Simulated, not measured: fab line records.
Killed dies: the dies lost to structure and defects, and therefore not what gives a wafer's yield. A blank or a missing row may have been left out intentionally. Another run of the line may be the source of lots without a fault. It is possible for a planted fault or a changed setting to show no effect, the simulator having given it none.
fab line records	flow n5Finfet
[record] lots = 7	wafers = 21
route steps=1938 shown BEOL_M5@1145 BEOL_M6@1260 BEOL_M7@1263 BEOL_M8@1370 BEOL_M9@1405
startH: hours from the record's first day to the start of the lot's first wafer shown	waitH: how many hours have passed since the lot's step before this one	" same as the row above	L1.1+2: one row covering several wafers at once	- no value, or no start given	* or withheld: withheld	< > ~ a bound
route shown NAME@n: NAME is a module with steps in the file, n the number in the route of the first one	usual: the fault-free wafers' mean and standard deviation	same: alike in all rows	chamber/n: place in a boat	sites: each site's reading	_std_site: their standard deviation	_edge_site: outer sites' mean less inner sites'	radiusMm: for every site, how far away it sits from the centre of the wafer	mask NAME#n: copy n	behind: the tool/chamber that last shaped the wafer	hold: why the lot was held/for how many hours/how that ended	device: names the non-switching transistor (n, p or np)	end of line: the route-end tests of the same wafers	step lacking rows: just its recipe	killed: at the first sort, the dies lost to defects and structure; wafer yield is something else	map: shows each die of a wafer: x if killed, . if not, _ if none is there
set.NAME: the setting that was run; set.NAME@STEP: the one run at that earlier step	model.NAME: the simulator's own value behind a step, which no gauge read
lots run with intentionally changed settings; tables by step, rows by wafer
[[steps]]
[step N5_BEOL_M5_EXPOSE_25]
[recipe] maskId = V4	na = 0.33	sourceShape = quasar	sigmaInner = 0.2	sigmaOuter = 0.6	polarization = unpolarized	defocusNm = 10	doseMj = 52.75
lot.wafer	tool	chamber	startH	waitH	mask	set.doseMj
L074.4+5+6	euvScanner-02	0	216.04	-	V4#0	52.75
L075.3+5+6	euvScanner-02	0	248.28	-	V4#0	52.75
L082.2+3	euvScanner-02	0	279.68	-	V4#0	50.2
L082.5	"	0	"	"	V4#0	52.75
L083.1+2	euvScanner-02	0	279.92	-	V4#0	51.57
L083.5	"	0	"	"	V4#0	52.75
L084.1	euvScanner-02	0	285.93	-	V4#0	56.54
L084.3+4	"	0	"	"	V4#0	52.75
L085.3+4+6	euvScanner-02	0	294.85	-	V4#0	52.75
L092.2+3+5	euvScanner-02	0	299.37	-	V4#0	52.75
[step N5_BEOL_M5_PEB_26]
[recipe] pebTempC = 100	pebTimeS = 60	resist = CAR-EUV
[step N5_BEOL_M5_DEVELOP_27]
[recipe] developTimeS = 30	developer = TMAH	resist = CAR-EUV	rinseLiquid = surfactantRinse	dry = airSpin	devTempC = 23
[step N5_BEOL_M5_CD_MEAS_28]
[recipe] targetCdNm = 30.6	landingEnergyEv = 500	detector = seInlens	targetCdYNm = 20	polarity = opening
[usual] cdNm = 30.59/0.27
lot.wafer	tool	chamber	startH	waitH	set.doseMj@BEOL_M5_EXPOSE_25	cdNm
L074.4	cdSem-03	0	216.16	-	52.75	30.32
L074.5	"	0	"	"	52.75	30.34
L074.6	"	0	"	"	52.75	30.28
L075.3	cdSem-02	0	248.41	-	52.75	31.10
L075.5	"	0	"	"	52.75	30.77
L075.6	"	0	"	"	52.75	30.73
L082.2	cdSem-01	0	279.82	-	50.2	28.80
L082.3	"	0	"	"	50.2	29.07
L082.5	"	0	"	"	52.75	30.41
L083.1	cdSem-03	0	280.06	-	51.57	30.10
L083.2	"	0	"	"	51.57	30.31
L083.5	"	0	"	"	52.75	30.62
L084.1	cdSem-02	0	286.07	-	56.54	32.11
L084.3	"	0	"	"	52.75	31.05
L084.4	"	0	"	"	52.75	30.23
L085.3	cdSem-01	0	294.98	-	52.75	30.63
L085.4	"	0	"	"	52.75	30.55
L085.6	"	0	"	"	52.75	30.82
L092.2	cdSem-03	0	299.50	-	52.75	30.39
L092.3	"	0	"	"	52.75	30.91
L092.5	"	0	"	"	52.75	30.46
[step N5_BEOL_M5_DESCUM_33]
[recipe] chemistry = O2	timeS = 7	sourcePowerW = 50	biasPowerW = 20	pressureMtorr = 20	rfFrequencyHz = 2.712e+07	tempC = 40	resist = CAR-EUV	o2FlowSccm = 225
[step N5_BEOL_M5_ETCH_75]
[recipe] chemistry = N2/H2	target = underlayer	targetDepthA = 65	maskMaterial = CAR-EUV	timeS = 5.2	ionEnergyEv = 200	pressureMtorr = 30	sourceW = 840	biasW = 150	n2FlowSccm = 200	h2FlowSccm = 200	ends = cleared
[step N5_BEOL_M5_ETCH_67]
[recipe] chemistry = CF4	target = SiARC	targetDepthA = 156	maskMaterial = CAR-EUV	timeS = 26	ionEnergyEv = 80	pressureMtorr = 40	sourceW = 545	biasW = 36	Ar_flow_sccm = 100	cf4FlowSccm = 100	ends = cleared
lot.wafer	tool	chamber	startH	waitH	set.spinRpm@BEOL_M5_COAT_66	set.doseMj@BEOL_M5_EXPOSE_25	model.etch.depthNm	model.BEOL_M5.cdNm	model.CAR-EUV_of_BEOL_M5_COAT_22.thkNm
L074.4	rieDiel-01	2	216.33	0.0	1500	52.75	11.92	28.2	11.2
L074.5	"	0	"	"	1500	52.75	11.96	28.2	11.2
L074.6	"	1	"	"	1500	52.75	11.96	28	11.2
L075.3	rieDiel-06	3	248.68	0.0	1365	52.75	12.59	28.2	10.8
L075.5	"	3	"	"	1500	52.75	12	27.8	11.2
L075.6	"	2	"	"	1365	52.75	12.64	27.8	10.8
L082.2	rieDiel-01	0	279.99	0.0	1500	50.2	11.95	27	11.2
L082.3	"	3	"	"	1500	50.2	11.93	26.8	11
L082.5	"	2	"	"	1500	52.75	11.93	27.8	11
L083.1	rieDiel-01	1	280.46	0.0	1453	51.57	12.23	27.4	11
L083.2	"	0	"	"	1453	51.57	12.26	27	11
L083.5	"	0	"	"	1453	52.75	12.24	27.8	10.8
L084.1	rieDiel-06	2	286.25	0.0	1500	56.54	12	30	11.2
L084.3	"	3	"	"	1500	52.75	11.98	28.2	11.2
L084.4	"	2	"	"	1335	52.75	12.72	28	10.6
L085.3	rieDiel-06	1	295.15	0.0	1500	52.75	12.01	28.2	11
L085.4	"	2	"	"	1500	52.75	12.02	28.2	11.2
L085.6	"	1	"	"	1500	52.75	12.04	28.2	11.2
L092.2	rieDiel-06	3	299.67	0.0	1615	52.75	11.61	28	11.4
L092.3	"	1	"	"	1500	52.75	12.02	28	11
L092.5	"	3	"	"	1500	52.75	12.03	28	11.2
[step N5_BEOL_M5_ETCH_68]
[recipe] chemistry = N2/H2	target = SOC	targetDepthA = 800	overetchA = 160	maskMaterial = SiARC	tempC = 40	timeS = 120	ionEnergyEv = 200	pressureMtorr = 30	sourceW = 840	biasW = 150	n2FlowSccm = 200	h2FlowSccm = 200
lot.wafer	tool	chamber	startH	waitH	set.spinRpm@BEOL_M5_COAT_66	set.doseMj@BEOL_M5_EXPOSE_25	model.SiARC_of_BEOL_M5_COAT_66.thkNm	model.BEOL_M5.cdNm
L074.4	rieDiel-01	2	216.35	0.0	1500	52.75	6	28.4
L074.5	"	0	"	"	1500	52.75	6.4	28.2
L074.6	"	1	"	"	1500	52.75	6.4	28
L075.3	rieDiel-06	3	248.70	0.0	1365	52.75	7	28.2
L075.5	"	3	"	"	1500	52.75	6.4	27.8
L075.6	"	2	"	"	1365	52.75	7	27.6
L082.2	rieDiel-01	0	280.02	0.0	1500	50.2	6.4	27.2
L082.3	"	3	"	"	1500	50.2	6.2	26.8
L082.5	"	2	"	"	1500	52.75	6.2	27.8
L083.1	rieDiel-01	1	280.49	0.0	1453	51.57	6.6	27.6
L083.2	"	0	"	"	1453	51.57	6.8	27.2
L083.5	"	0	"	"	1453	52.75	6.8	28
L084.1	rieDiel-06	2	286.27	0.0	1500	56.54	6.4	29.8
L084.3	"	3	"	"	1500	52.75	6.4	28.2
L084.4	"	2	"	"	1335	52.75	7.2	27.8
L085.3	rieDiel-06	1	295.18	0.0	1500	52.75	6.2	28.4
L085.4	"	2	"	"	1500	52.75	6.4	28
L085.6	"	1	"	"	1500	52.75	6.2	28.2
L092.2	rieDiel-06	3	299.70	0.0	1615	52.75	6	27.8
L092.3	"	1	"	"	1500	52.75	6.2	28
L092.5	"	3	"	"	1500	52.75	6.4	27.8
[step N5_BEOL_M6_DEP_56]
[recipe] material = SiCN	targetThkA = 100	tempC = withheld	precursor = 3MS/NH3	pressureTorr = 3	rfW = 202	timeS = 17.5
lot.wafer	tool	chamber	startH	waitH	set.timeS	model.SiCN_of_BEOL_M6_DEP_56.thkNm
L074.4+5	pecvd-03	1	231.19	0.0	18.86	10.8
L074.6	"	0	"	"	17.5	10
L075.3	pecvd-03	1	263.00	0.0	17.5	10.2
L075.5	"	1	"	"	17.5	10.4
L075.6	"	2	"	"	17.5	10
L082.2	pecvd-01	1	298.72	0.0	17.5	9.8
L082.3	"	0	"	"	17.5	10
L082.5	"	1	"	"	18.79	10.8
L083.1	pecvd-03	1	298.88	0.0	17.5	10
L083.2	"	2	"	"	17.5	9.8
L083.5	"	0	"	"	16.44	9.4
L084.1	pecvd-01	0	303.24	0.0	15.97	9.2
L084.3	"	2	"	"	17.5	10
L084.4	"	2	"	"	17.5	10.2
L085.3	pecvd-01	2	313.22	0.0	17.5	10.2
L085.4	"	1	"	"	17.5	10
L085.6	"	2	"	"	17.5	10.4
L092.2	pecvd-01	1	315.37	0.0	19.86	11.2
L092.3	"	2	"	"	17.5	10.2
L092.5	"	1	"	"	17.5	10
[step N5_BEOL_M7_ILD_DEP_00]
[recipe] material = SiCOH_lowk	targetThkA = 1797.5	tempC = 300	precursor = DEMS/porogen	pressureTorr = 5	rfW = 500	timeS = 33.4
lot.wafer	tool	chamber	startH	waitH	set.timeS	model.SiCOH_lowk_of_BEOL_M7_ILD_DEP_00.thkNm
L074.4	pecvd-04	2	231.34	0.1	37.11	202
L074.5	"	1	"	"	33.4	182.8
L074.6	"	0	"	"	33.4	180.2
L075.3	pecvd-04	0	263.13	0.0	36.19	193.8
L075.5	"	0	"	"	33.4	182.8
L075.6	"	2	"	"	33.4	183.4
L082.2	pecvd-01	2	298.85	0.0	29.48	158.8
L082.3	"	0	"	"	33.4	179
L082.5	"	1	"	"	29.48	162
L083.1	pecvd-04	2	299.01	0.0	33.4	179.2
L083.2	"	1	"	"	33.4	181.4
L083.5	"	2	"	"	33.4	185
L084.1	pecvd-04	1	303.38	0.0	36	195.8
L084.3	"	0	"	"	33.4	181.6
L084.4	"	0	"	"	36	197.8
L085.3	pecvd-01	1	313.37	0.1	33.4	178
L085.4	"	2	"	"	33.4	179
L085.6	"	1	"	"	33.4	179.4
L092.2	pecvd-04	1	315.54	0.0	33.4	181.8
L092.3	"	0	"	"	33.4	178.6
L092.5	"	0	"	"	33.4	181
[step N5_BEOL_M7_CURE_74]
[recipe] tempC = 385	timeS = 240	ambient = He/Ar	material = SiCOH_lowk
lot.wafer	tool	chamber	startH	waitH	set.timeS@BEOL_M7_ILD_DEP_00	model.SiCOH_lowk_of_BEOL_M7_ILD_DEP_00.thkNm
L074.4	uvCure-03	0	231.63	0.3	37.11	174.4
L074.5	"	0	"	"	33.4	157.6
L074.6	"	0	"	"	33.4	155.4
L075.3	uvCure-02	1	263.35	0.2	36.19	167.2
L075.5	"	1	"	"	33.4	157.6
L075.6	"	1	"	"	33.4	158.2
L082.2	uvCure-03	0	299.00	0.1	29.48	136.8
L082.3	"	0	"	"	33.4	154.4
L082.5	"	0	"	"	29.48	139.6
L083.1	uvCure-01	2	299.12	0.1	33.4	154.6
L083.2	"	2	"	"	33.4	156.4
L083.5	"	2	"	"	33.4	159.6
L084.1	uvCure-01	1	303.44	0.0	36	169
L084.3	"	1	"	"	33.4	156.6
L084.4	"	1	"	"	36	170.8
L085.3	uvCure-03	0	314.11	0.7	33.4	153.4
L085.4	"	0	"	"	33.4	154.4
L085.6	"	0	"	"	33.4	154.6
L092.2	uvCure-01	2	315.68	0.1	33.4	156.8
L092.3	"	2	"	"	33.4	154
L092.5	"	2	"	"	33.4	156.2
[step N5_BEOL_M7_THK_MEAS_01]
[recipe] reads = SiCOH_lowk_of_BEOL_M7_ILD_DEP_00
[usual] M7_ILD_THK = 155.9/2
lot.wafer	tool	chamber	startH	waitH	set.timeS@BEOL_M7_ILD_DEP_00	M7_ILD_THK[nm]
L074.4	filmMetro-01	-	231.90	0.2	37.11	174.6
L074.5	"	-	"	"	33.4	157.6
L074.6	"	-	"	"	33.4	155.3
L075.3	filmMetro-02	-	263.71	0.3	36.19	167.3
L075.5	"	-	"	"	33.4	157.7
L075.6	"	-	"	"	33.4	158.1
L082.2	filmMetro-01	-	299.43	0.4	29.48	136.7
L082.3	"	-	"	"	33.4	154.4
L082.5	"	-	"	"	29.48	139.6
L083.1	filmMetro-02	-	299.63	0.4	33.4	154.6
L083.2	"	-	"	"	33.4	156.4
L083.5	"	-	"	"	33.4	159.6
L084.1	filmMetro-01	-	303.95	0.4	36	168.9
L084.3	"	-	"	"	33.4	156.7
L084.4	"	-	"	"	36	170.7
L085.3	filmMetro-02	-	314.46	0.3	33.4	153.4
L085.4	"	-	"	"	33.4	154.3
L085.6	"	-	"	"	33.4	154.8
L092.2	filmMetro-02	-	316.12	0.4	33.4	156.7
L092.3	"	-	"	"	33.4	154.0
L092.5	"	-	"	"	33.4	156.2
[step N5_BEOL_M8_ETCH_65]
[recipe] chemistry = CF4	target = SiARC	targetDepthA = 156	maskMaterial = CAR-EUV	timeS = 26	ionEnergyEv = 80	pressureMtorr = 40	sourceW = 545	biasW = 36	Ar_flow_sccm = 100	cf4FlowSccm = 100	ends = cleared
[usual] etchRfOnTimeS = 25.9/0.38	rfVppV = 184.1/0.97
lot.wafer	tool	chamber	startH	waitH	set.sourceW	etchRfOnTimeS	rfVppV
L074.4	rieDiel-02	0	242.44	0.0	545	26.2	183.8
L074.5	"	2	"	"	545	26.1	183.4
L074.6	"	1	"	"	545	25.8	183.5
L075.3	rieDiel-05	1	274.33	0.0	506.5	27.3	188.8
L075.5	"	1	"	"	545	25.8	184.1
L075.6	"	0	"	"	506.5	27.7	189.0
L083.1	rieDiel-04	0	312.31	0.0	595.2	23.8	177.5
L083.2	"	3	"	"	545	25.4	185.5
L083.5	"	0	"	"	545	25.6	183.9
L082.2	rieDiel-05	2	316.55	0.0	497.5	28.1	189.7
L082.3	"	3	"	"	545	26.6	184.4
L082.5	"	0	"	"	545	26.1	184.2
L084.1	rieDiel-04	0	316.72	0.0	545	25.7	183.4
L084.3	"	3	"	"	545	25.6	186.4
L084.4	"	2	"	"	587.6	24.4	179.6
L085.3	rieDiel-05	0	329.54	0.0	545	26.0	184.5
L085.4	"	1	"	"	545	25.9	183.0
L085.6	"	0	"	"	545	26.0	185.5
L092.2	rieDiel-05	3	330.74	0.0	545	26.5	185.7
L092.3	"	0	"	"	545	26.0	185.0
L092.5	"	3	"	"	569.5	25.3	181.2
[step N5_BEOL_M8_ETCH_66]
[recipe] chemistry = N2/H2	target = SOC	targetDepthA = 800	overetchA = 160	maskMaterial = SiARC	tempC = 40	timeS = 120	ionEnergyEv = 200	pressureMtorr = 30	sourceW = 840	biasW = 150	n2FlowSccm = 200	h2FlowSccm = 200
[usual] rfVppV = 523.9/1.7
lot.wafer	tool	chamber	startH	waitH	set.biasW	rfVppV	model.SiARC_of_BEOL_M8_COAT_64.thkNm
L074.4	rieDiel-02	0	242.49	0.0	164	554.3	5.8
L074.5	"	2	"	"	150	524.0	6.4
L074.6	"	1	"	"	164	554.3	5.6
L075.3	rieDiel-05	1	274.36	0.0	150	521.5	6.4
L075.5	"	1	"	"	150	522.6	6.4
L075.6	"	0	"	"	174.4	574.6	5.4
L083.1	rieDiel-04	0	312.34	0.0	127	469.3	7.4
L083.2	"	3	"	"	127	474.1	7.6
L083.5	"	0	"	"	127	470.4	7.4
L082.2	rieDiel-05	2	316.58	0.0	163.8	552.7	5.8
L082.3	"	3	"	"	150	526.1	6.6
L082.5	"	0	"	"	150	523.2	6.6
L084.1	rieDiel-04	0	316.75	0.0	136.7	492.8	7
L084.3	"	3	"	"	136.7	494.4	7
L084.4	"	2	"	"	150	521.7	6.4
L085.3	rieDiel-05	0	329.57	0.0	150	524.1	6.4
L085.4	"	1	"	"	150	522.3	6.4
L085.6	"	0	"	"	150	522.1	6.4
L092.2	rieDiel-05	3	330.77	0.0	159.8	547.1	6
L092.3	"	0	"	"	150	525.2	6.4
L092.5	"	3	"	"	159.8	548.7	6
[step N5_BEOL_M9_HM_DEP_02]
[recipe] material = TiN	targetThkA = 200	tempC = 25	chamberPressurePa = 0.49996
lot.wafer	tool	chamber	startH	waitH	set.targetThkA	model.TiN_of_BEOL_M9_HM_DEP_02.thkNm
L074.4+6	pvdSputter-01	-	246.78	0.2	200	20.2
L074.5	"	-	"	"	186	18.4
L075.3	pvdSputter-01	-	278.73	0.9	200	20.2
L075.5	"	-	"	"	192.9	19.2
L075.6	"	-	"	"	192.9	19.6
L083.1+2	pvdSputter-01	-	317.31	0.9	221.4	22.2
L083.5	"	-	"	"	200	19.8
L082.2	pvdSputter-03	-	321.42	0.6	221	22
L082.3	"	-	"	"	200	19.8
L082.5	"	-	"	"	221	21.8
L084.1	pvdSputter-03	-	322.06	0.7	200	20.4
L084.3+4	"	-	"	"	200	20.2
L085.3+4	pvdSputter-03	-	334.37	0.6	200	19.8
L085.6	"	-	"	"	200	20
L092.2	pvdSputter-02	-	335.23	0.9	212.1	21.4
L092.3	"	-	"	"	212.1	21.2
L092.5	"	-	"	"	200	20
[[key]]
[split] step = N5_BEOL_M5_EXPOSE_25	setting = doseMj	stated = 52.75	by = wafer
[response] step = N5_BEOL_M5_CD_MEAS_28	reading = cdNm	change = +0.233	per = 1%	r = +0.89
[response] step = N5_BEOL_M5_ETCH_67	reading = model.BEOL_M5.cdNm	change = +0.242	per = 1%	r = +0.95
[response] step = N5_BEOL_M5_ETCH_68	reading = model.BEOL_M5.cdNm	change = +0.227	per = 1%	r = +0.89
[split] step = N5_BEOL_M6_DEP_56	setting = timeS	stated = 17.5	by = wafer
[response] step = N5_BEOL_M6_DEP_56	reading = model.SiCN_of_BEOL_M6_DEP_56.thkNm	change = +0.0942	per = 1%	r = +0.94
[split] step = N5_BEOL_M7_ILD_DEP_00	setting = timeS	stated = 33.4	by = wafer
[response] step = N5_BEOL_M7_ILD_DEP_00	reading = model.SiCOH_lowk_of_BEOL_M7_ILD_DEP_00.thkNm	change = +1.67	per = 1%	r = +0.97
[response] step = N5_BEOL_M7_CURE_74	reading = model.SiCOH_lowk_of_BEOL_M7_ILD_DEP_00.thkNm	change = +1.46	per = 1%	r = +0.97
[response] step = N5_BEOL_M7_THK_MEAS_01	reading = M7_ILD_THK	change = +1.46	per = 1%	r = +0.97
[split] step = N5_BEOL_M8_ETCH_65	setting = sourceW	stated = 545	by = wafer
[response] step = N5_BEOL_M8_ETCH_65	reading = etchRfOnTimeS	change = *	per = 1%	r = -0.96
[response] step = N5_BEOL_M8_ETCH_65	reading = rfVppV	change = -0.71	per = 1%	r = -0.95
[split] step = N5_BEOL_M8_ETCH_66	setting = biasW	stated = 150	by = wafer
[response] step = N5_BEOL_M8_ETCH_66	reading = rfVppV	change = +3.21	per = 1%	r = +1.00
[response] step = N5_BEOL_M8_ETCH_66	reading = model.SiARC_of_BEOL_M8_COAT_64.thkNm	change = -0.0683	per = 1%	r = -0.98
[split] step = N5_BEOL_M9_HM_DEP_02	setting = targetThkA	stated = 200	by = wafer
[response] step = N5_BEOL_M9_HM_DEP_02	reading = model.TiN_of_BEOL_M9_HM_DEP_02.thkNm	change = +0.22	per = 1%	r = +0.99
split outsideThisFile step=N5_BEOL_M5_COAT_66 setting=spinRpm
// split outsideThisFile: this setting was split too, and the file shows its column; the key of that split is in another file
